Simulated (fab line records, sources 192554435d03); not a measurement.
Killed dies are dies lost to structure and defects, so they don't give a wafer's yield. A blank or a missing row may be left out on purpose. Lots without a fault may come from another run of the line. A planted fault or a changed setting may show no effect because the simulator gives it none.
Which tool did it? | flow n5_finfet | 10 lots, 29 wafers sampled, at 3 steps of a route of 1938

WHAT THE GAUGES READ, wafer by wafer
N5_BEOL_M4_RC_MEAS_101. Usual: DIBL_N 36.5 mV/V, standard deviation 1.8; DIBL_P 36.5 mV/V, standard deviation 2.1; IOFF_N 0.17 nA/um, standard deviation 0.031; IOFF_P 0.22 nA/um, standard deviation 0.036; ION_N 677 uA/um, standard deviation 11; ION_P 463 uA/um, standard deviation 8; SS_N 71.6 mV/dec, standard deviation 0.61; SS_P 73.3 mV/dec, standard deviation 0.63; VT_N 249 mV, standard deviation 3.1; VT_P -250 mV, standard deviation 3.3.
lot  | measured     | on        | DIBL_N (mV/V)  | DIBL_P (mV/V)  | IOFF_N (nA/um) | IOFF_P (nA/um) | ION_N (uA/um) | ION_P (uA/um) | SS_N (mV/dec)  | SS_P (mV/dec)  | VT_N (mV)   | VT_P (mV)      | flag
L479 | day 9 19:58  | prober-01 | 36.8 33.8 35.6 | 35.8 32.8 34.7 | 0.16 0.12 0.15 | 0.21 0.16 0.19 | 675 673 670   | 460 459 461   | 71.4 71.0 71.0 | 73.3 72.4 72.5 | 248 251 249 | -249 -254 -248 |
L478 | day 9 20:15  | prober-02 | 35.0 35.7 33.9 | 35.6 36.2 34.9 | 0.13 0.15 0.13 | 0.19 0.20 0.18 | 667 678 675   | 465 467 463   | 70.8 71.3 70.9 | 73.1 73.9 72.5 | 249 249 251 | -251 -253 -251 |
L481 | day 10 03:55 | prober-01 | 35.8 34.3 36.0 | 36.4 34.1 36.2 | 0.17 0.15 0.17 | 0.23 0.21 0.24 | 672 671 672   | 466 465 467   | 71.5 70.8 71.8 | 73.6 72.8 74.1 | 248 246 248 | -248 -248 -245 |
L482 | day 10 20:40 | prober-01 | 36.4 38.2 37.4 | 35.0 36.7 35.6 | 0.18 0.20 0.20 | 0.20 0.22 0.21 | 679 675 672   | 454 452 452   | 71.9 72.8 71.6 | 72.7 73.5 73.1 | 246 248 246 | -252 -250 -252 |
L486 | day 11 12:56 | prober-01 | 35.1 37.4 35.0 | 35.0 38.1 35.1 | 0.14 0.18 0.14 | 0.20 0.25 0.21 | 675 676 684   | 470 462 471   | 71.0 71.0 71.4 | 72.8 73.8 72.9 | 250 248 249 | -250 -248 -249 |
L488 | day 12 07:37 | prober-01 | 36.3 35.7 38.1 | 36.7 34.7 38.7 | 0.15 0.13 0.18 | 0.20 0.17 0.23 | 667 663 690   | 456 460 463   | 71.2 70.9 71.9 | 72.9 72.3 73.2 | 251 252 249 | -250 -252 -249 |
L492 | day 13 18:14 | prober-01 | 35.3 34.3 34.7 | 37.2 35.6 36.1 | 0.15 0.13 0.14 | 0.20 0.18 0.19 | 679 677 675   | 467 464 465   | 70.5 71.4 71.3 | 73.8 73.4 73.8 | 250 251 250 | -252 -252 -250 |
L493 | day 13 21:04 | prober-02 | 33.1 36.2      | 32.2 36.9      | 0.11 0.17      | 0.17 0.22      | 649 664       | 458 463       | 70.5 72.0      | 72.9 72.4      | 253 251     | -252 -249      |
L494 | day 14 00:46 | prober-02 | 36.9 38.9 35.3 | 37.0 39.9 35.8 | 0.17 0.21 0.16 | 0.25 0.29 0.22 | 673 687 683   | 465 476 472   | 71.8 72.7 71.2 | 73.1 73.8 72.8 | 247 247 250 | -246 -243 -248 |
L495 | day 14 23:12 | prober-01 | 37.0 40.1 38.5 | 35.4 39.8 38.1 | 0.15 0.20 0.18 | 0.20 0.28 0.25 | 662 673 667   | 456 465 461   | 72.7 72.6 71.9 | 72.6 74.4 73.8 | 253 251 248 | -251 -245 -247 |

N5_BEOL_M14_OCD_MEAS_35. Usual: trench_depth_nm 554 nm, standard deviation 13.
lot  | measured     | on     | trench_depth_nm (nm) | flag
L479 | day 13 00:14 | ocd-01 | 562 545 562          |
L478 | day 13 06:01 | ocd-02 | 556 532 557          |
L481 | day 13 07:22 | ocd-02 | 546 551 554          |
L482 | day 14 01:20 | ocd-02 | 572 541 571          |
L486 | day 14 21:48 | ocd-02 | 556 563 553          |
L488 | day 15 19:18 | ocd-02 | 549 547 574          |
L492 | day 17 12:26 | ocd-01 | 547 574 535          |
L493 | day 17 15:04 | ocd-01 | 559 552              |
L494 | day 17 01:11 | ocd-02 | 559 544 552          |
L495 | day 18 02:13 | ocd-02 | 543 548 544          |

WHICH TOOL RAN EACH LOT (tool, then ch and the chambers of the sampled wafers, then the start)
lot  | N5_BEOL_M14_STRIP_63
L479 | rie_diel-05 ch 0,1,2, day 13 00:14 or earlier
L478 | rie_diel-05 ch 1,2, day 13 06:01 or earlier
L481 | rie_diel-04 ch 0,2,3, day 13 07:22 or earlier
L482 | rie_diel-04 ch 2,3, day 14 01:20 or earlier
L486 | rie_diel-05 ch 2,3, day 14 21:48 or earlier
L488 | rie_diel-04 ch 2,3, day 15 19:18 or earlier
L492 | rie_diel-03 ch 1,2, day 17 12:26 or earlier
L493 | rie_diel-05 ch 1,3, day 17 15:04 or earlier
L494 | rie_diel-04 ch 0,1,3, day 17 01:11 or earlier
L495 | rie_diel-05 ch 0,3, day 18 02:13 or earlier
- N5_BEOL_M14_STRIP_63: strips in O2.

WHAT THE TOOLS THEMSELVES READ (means of the sampled wafers that have a number; where no wafer has one, the mark that the record gives instead)
N5_BEOL_M14_STRIP_63. Usual: chamber_pressure_mTorr 30.00 mTorr, standard deviation 0.049; drypump_motor_current_A 5.8 A, standard deviation 0.43; oes_product_au 0.81 a.u., standard deviation 0.086; rf_vpp_V 3.6 V, standard deviation 0.88; showerhead_plenum_p_Torr 2.12 Torr, standard deviation 0.071; throttle_valve_pct 16.61 %, standard deviation 0.24.
lot  | tool        | chamber_pressure_mTorr (mTorr) | drypump_motor_current_A (A) | oes_product_au (a.u.) | rf_vpp_V (V) | showerhead_plenum_p_Torr (Torr) | throttle_valve_pct (%) | flag
L479 | rie_diel-05 | 30.01                          | 5.8                         | 0.76                  | 3.8          | 2.11                            | 16.52                  |
L478 | rie_diel-05 | 30.00                          | 5.4                         | 0.73                  | 4.8          | 2.04                            | 16.50                  |
L481 | rie_diel-04 | 30.01                          | 5.9                         | 0.82                  | 2.9          | 2.10                            | 16.77                  |
L482 | rie_diel-04 | 29.99                          | 5.6                         | 0.81                  | 3.7          | 2.10                            | 16.70                  |
L486 | rie_diel-05 | 30.01                          | 5.5                         | 0.90                  | 3.9          | 2.12                            | 16.33                  |
L488 | rie_diel-04 | 30.02                          | 5.6                         | 0.73                  | 3.2          | 2.05                            | 16.80                  |
L492 | rie_diel-03 | 29.98                          | 5.8                         | 0.82                  | 3.7          | 2.18                            | 16.47                  |
L493 | rie_diel-05 | 29.93                          | 5.7                         | 0.91                  | 2.6          | 2.14                            | 16.37                  |
L494 | rie_diel-04 | 29.97                          | 6.1                         | 0.82                  | 3.8          | 2.12                            | 16.71                  |
L495 | rie_diel-05 | 29.99                          | 6.0                         | 0.85                  | 3.2          | 2.10                            | 16.56                  |

THE ANSWER, worked out from the rows above alone
Rule: a lot is off if the mean of its wafers that have a number lies more than 3 standard deviations from the usual mean. A lot without any number at a reading at which 4 lots or more have one is off too. The other lots that the step has rows for count as sound. The gauges are gone through in route order, then the tools' own readings, and for those a lot's mean is taken as printed above. The first step at which some lot is off is used, and at that step the reading that is off furthest; a lot without a number counts as furthest.
No lot is off at any reading shown: from this, nothing can be told.

WHAT THE SIMULATOR HAD PUT IN
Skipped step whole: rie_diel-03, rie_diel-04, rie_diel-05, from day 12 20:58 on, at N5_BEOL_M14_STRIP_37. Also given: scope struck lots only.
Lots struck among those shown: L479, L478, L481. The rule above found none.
